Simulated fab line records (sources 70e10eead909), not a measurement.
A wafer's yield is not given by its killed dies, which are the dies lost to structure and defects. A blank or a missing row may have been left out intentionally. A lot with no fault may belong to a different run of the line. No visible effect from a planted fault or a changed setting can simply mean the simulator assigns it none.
Which tool is to blame? | flow nand_harc | 12 lots, 36 wafers sampled, at 5 steps of a route of 1302

== WHAT THE GAUGES SHOWED, per wafer ==
NHARC_END_SORT_01. Usual: killed_at_array 54, standard deviation 17; killed_at_other 0.7, standard deviation 1; killed_at_periphery 3.7, standard deviation 2.9; killed_dies 58, standard deviation 16; killed_open 3.2, standard deviation 1.9; killed_short 2.2, standard deviation 1.5.
lot  | measured     | on        | killed_at_array | killed_at_other | killed_at_periphery | killed_dies | killed_open | killed_short | flag
L128 | day 29 11:16 | prober-01 | 49 42 45        | 0 0 0           | 11 13 8             | 60 55 53    | 1 3 3       | 4 2 4        |

== EACH LOT AND THE TOOL THAT RAN IT (in order: tool; ch and the chambers of the sampled wafers; start) ==
lot  | NHARC_P_ZERO_WELL_ETCH_65         | NHARC_P_ZERO_WELL_RTA_42         | NHARC_P_STI_SOFTBAKE_04           | NHARC_P_STI_CMP_21
L117 | rie_diel-04 ch 0,3, day 2 17:29   | rtp_anneal-01 ch 0, day 2 23:07  | litho_track-05 ch 0, day 3 16:00  | cmp-03 ch 2,3, day 4 17:13
L118 | rie_diel-13 ch 1,2,3, day 3 03:32 | rtp_anneal-01 ch 0, day 3 08:57  | litho_track-03 ch 0, day 4 00:00  | cmp-02 ch 0,1,2, day 4 17:14
L119 | rie_diel-09 ch 1,2,3, day 3 13:30 | rtp_anneal-01 ch 0, day 3 20:14  | litho_track-03 ch 0, day 4 15:00  | cmp-01 ch 1,2,3, day 5 11:22
L120 | rie_diel-04 ch 0,3, day 3 23:22   | rtp_anneal-01 ch 0, day 4 04:55  | litho_track-02 ch 0, day 4 21:00  | cmp-01 ch 0,1,3, day 5 15:58
L121 | rie_diel-04 ch 0,2,3, day 4 09:28 | rtp_anneal-01 ch 0, day 4 15:01  | litho_track-05 ch 0, day 5 06:00  | cmp-03 ch 0,1, day 6 04:10
L123 | rie_diel-09 ch 0,3, day 5 05:41   | rtp_anneal-01 ch 0, day 5 12:01  | litho_track-03 ch 0, day 6 03:00  | cmp-03 ch 0,2,3, day 6 23:38
L125 | rie_diel-09 ch 0,2,3, day 6 01:30 | rtp_anneal-01 ch 0, day 6 07:00  | litho_track-02 ch 0, day 6 21:00  | cmp-01 ch 0,3, day 7 16:17
L126 | rie_diel-04 ch 0,1, day 6 11:22   | rtp_anneal-02 ch 0, day 6 16:37  | litho_track-05 ch 0, day 7 07:00  | cmp-02 ch 0,2,3, day 8 03:23
L128 | rie_diel-04 ch 0,1,3, day 7 07:30 | rtp_anneal-02 ch 0, day 7 14:33  | litho_track-03 ch 0, day 8 05:00  | cmp-01 ch 2,3, day 9 01:05
L132 | rie_diel-04 ch 1,2,3, day 8 23:22 | rtp_anneal-01 ch 0, day 9 04:59  | litho_track-03 ch 0, day 9 20:00  | cmp-03 ch 1,2, day 10 19:20
L133 | rie_diel-09 ch 0,3, day 9 09:24   | rtp_anneal-01 ch 0, day 9 15:16  | litho_track-02 ch 0, day 10 06:00 | cmp-02 ch 0,3, day 11 01:11
L134 | rie_diel-13 ch 0,1,3, day 9 19:31 | rtp_anneal-02 ch 0, day 10 01:55 | litho_track-03 ch 0, day 10 18:00 | cmp-03 ch 0,1,3, day 11 14:10
- NHARC_P_ZERO_WELL_ETCH_65: etches the open film in N2/H2, target depth 80 nm, overetch 24 nm, time 87.88 s.
- NHARC_P_ZERO_WELL_RTA_42: time 300 s.
- NHARC_P_STI_SOFTBAKE_04: time 70 s.
- NHARC_P_STI_CMP_21: polishes, t overpolish 20 s, target thk 380.67 nm.

== AS READ BY THE TOOLS THEMSELVES (means over the sampled wafers that have a number; for cases with no such wafer, the mark the record gives instead) ==
NHARC_P_ZERO_WELL_ETCH_65. Usual: drypump_motor_current_A 5.7 A, standard deviation 0.34; h2_flow_sccm 150.0 sccm, standard deviation 0.45; oes_product_au 1.004 a.u., standard deviation 0.012; rf_vpp_V 431 V, standard deviation 3; showerhead_plenum_p_Torr 2.04 Torr, standard deviation 0.11; throttle_valve_pct 14.171 %, standard deviation 0.0088.
lot  | tool        | drypump_motor_current_A (A) | h2_flow_sccm (sccm) | oes_product_au (a.u.) | rf_vpp_V (V) | showerhead_plenum_p_Torr (Torr) | throttle_valve_pct (%) | flag
L117 | rie_diel-04 | 6.0                         | 149.9               | 1.013                 | 432          | 2.06                            | 14.176                 |
L118 | rie_diel-13 | 5.4                         | 150.2               | 0.993                 | 432          | 2.11                            | 14.180                 |
L119 | rie_diel-09 | 5.8                         | 149.8               | 0.998                 | 431          | 2.06                            | 14.176                 |
L120 | rie_diel-04 | 5.9                         | 149.8               | 1.008                 | 433          | 2.13                            | 14.161                 |
L121 | rie_diel-04 | 5.8                         | 149.8               | 1.009                 | 431          | 2.04                            | 14.170                 |
L123 | rie_diel-09 | 5.6                         | 150.2               | 1.006                 | 429          | 1.97                            | 14.164                 |
L125 | rie_diel-09 | 5.9                         | 149.8               | 1.001                 | 429          | 2.01                            | 14.169                 |
L126 | rie_diel-04 | 5.5                         | 149.8               | 1.007                 | 432          | 2.09                            | 14.169                 |
L128 | rie_diel-04 | 5.8                         | 150.3               | 1.009                 | 432          | 2.07                            | 14.164                 |
L132 | rie_diel-04 | 5.7                         | 150.3               | 0.987                 | 429          | 1.97                            | 14.166                 |
L133 | rie_diel-09 | 5.8                         | 150.7               | 1.007                 | 434          | 2.14                            | 14.169                 |
L134 | rie_diel-13 | 5.6                         | 149.8               | 1.003                 | 431          | 2.06                            | 14.171                 |

NHARC_P_ZERO_WELL_RTA_42. Usual: lamp_power_pct 37.7 %, standard deviation 3; lamp_zone_5_pct 37.7 %, standard deviation 3; wafer_temp_C_max 1103.0, standard deviation 0.84.
lot  | tool          | lamp_power_pct (%) | lamp_zone_5_pct (%) | wafer_temp_C_max | flag
L117 | rtp_anneal-01 | 35.7               | 35.7                | 1102.6           |
L118 | rtp_anneal-01 | 35.8               | 35.8                | 1102.2           |
L119 | rtp_anneal-01 | 35.8               | 35.8                | 1102.9           |
L120 | rtp_anneal-01 | 35.8               | 35.7                | 1102.6           |
L121 | rtp_anneal-01 | 35.8               | 35.8                | 1102.6           |
L123 | rtp_anneal-01 | 35.7               | 35.7                | 1102.8           |
L125 | rtp_anneal-01 | 35.8               | 35.8                | 1102.6           |
L126 | rtp_anneal-02 | 42.3               | 42.3                | 1103.7           |
L128 | rtp_anneal-02 | 42.3               | 42.3                | 1104.1           |
L132 | rtp_anneal-01 | 35.7               | 35.7                | 1103.1           |
L133 | rtp_anneal-01 | 35.8               | 35.8                | 1102.6           |
L134 | rtp_anneal-02 | 42.3               | 42.2                | 1104.6           |

NHARC_P_STI_SOFTBAKE_04. Usual: chill_plate_temp_C 22.99 C, standard deviation 0.12; heater_power_total_W 200.6 W, standard deviation 1.2; plate_temp_C 124.97 C, standard deviation 0.14.
lot  | tool           | chill_plate_temp_C (C) | heater_power_total_W (W) | plate_temp_C (C) | flag
L117 | litho_track-05 | 23.17                  | 199.3                    | 125.04           |
L118 | litho_track-03 | 23.00                  | 199.6                    | 124.94           |
L119 | litho_track-03 | 23.03                  | 200.3                    | 125.02           |
L120 | litho_track-02 | 22.96                  | 201.6                    | 124.95           |
L121 | litho_track-05 | 23.05                  | 201.4                    | 125.00           |
L123 | litho_track-03 | 22.97                  | 200.4                    | 124.74           |
L125 | litho_track-02 | 22.82                  | 199.4                    | 125.00           |
L126 | litho_track-05 | 23.09                  | 200.7                    | 124.84           |
L128 | litho_track-03 | 22.98                  | 200.6                    | 124.97           |
L132 | litho_track-03 | 22.96                  | 208.4                    | 128.35           | OFF
L133 | litho_track-02 | 23.18                  | 201.6                    | 124.96           |
L134 | litho_track-03 | 23.10                  | 208.3                    | 128.80           | OFF

NHARC_P_STI_CMP_21. Usual: edge_zone_pressure_frac 0.999, standard deviation 0.0054; motor_current_A 11.9 A, standard deviation 1.2; overpolish_run_s 20.000 s, standard deviation 0.0088.
lot  | tool   | edge_zone_pressure_frac | motor_current_A (A) | overpolish_run_s (s) | flag
L117 | cmp-03 | 0.997                   | 13.1                | 19.995               |
L118 | cmp-02 | 1.001                   | 12.6                | 19.993               |
L119 | cmp-01 | 1.000                   | 11.5                | 19.995               |
L120 | cmp-01 | 0.995                   | 11.1                | 20.003               |
L121 | cmp-03 | 1.005                   | 11.5                | 19.997               |
L123 | cmp-03 | 0.994                   | 12.5                | 19.992               |
L125 | cmp-01 | 1.007                   | 11.5                | 19.994               |
L126 | cmp-02 | 1.003                   | 12.2                | 19.998               |
L128 | cmp-01 | 0.997                   | 11.8                | 20.004               |
L132 | cmp-03 | 0.996                   | 11.5                | 19.999               |
L133 | cmp-02 | 0.995                   | 11.8                | 19.998               |
L134 | cmp-03 | 0.998                   | 11.7                | 20.011               |

== THE ANSWER, worked out from the rows above alone ==
Rule: lot off if the mean of its wafers having a number is beyond 3 standard deviations from the usual mean. A lot without any number at a reading at which 4 lots or more have one is off too. Where the step has rows for the other lots, those lots are counted as sound. First the gauges in route order, then the tools' own readings, where a lot's mean is used as printed above. At the first step where some lot is off, the reading lying furthest off is the one used; lots without a number count as furthest.
Off, at NHARC_P_STI_SOFTBAKE_04 on plate_temp_C: L132, L134.
If a tool, at that step or one of the process steps before it, ran each lot that is off and ran no sound lot following the first of them, it fits. One fits: NHARC_P_STI_SOFTBAKE_04 on litho_track-03. A fault onset in the window from L128 (day 8 05:00, its last sound lot) to L132 (day 9 20:00, its first lot off) fits.
The tool's own readings at NHARC_P_STI_SOFTBAKE_04 bear it out: on the lots that are off they differ by more than 5 times the standard deviation of the sound lots' means. heater_power_total_W reads 208.4 W there against 200.5 W on the sound lots; plate_temp_C reads 128.57 C there against 124.95 C on the sound lots.

== WHAT WAS PUT IN BY THE SIMULATOR ==
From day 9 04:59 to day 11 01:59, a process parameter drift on litho_track-03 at NHARC_P_STI_SOFTBAKE_04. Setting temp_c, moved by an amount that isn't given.
Lots struck among those shown: L132, L134. The rule above reached the same finding.
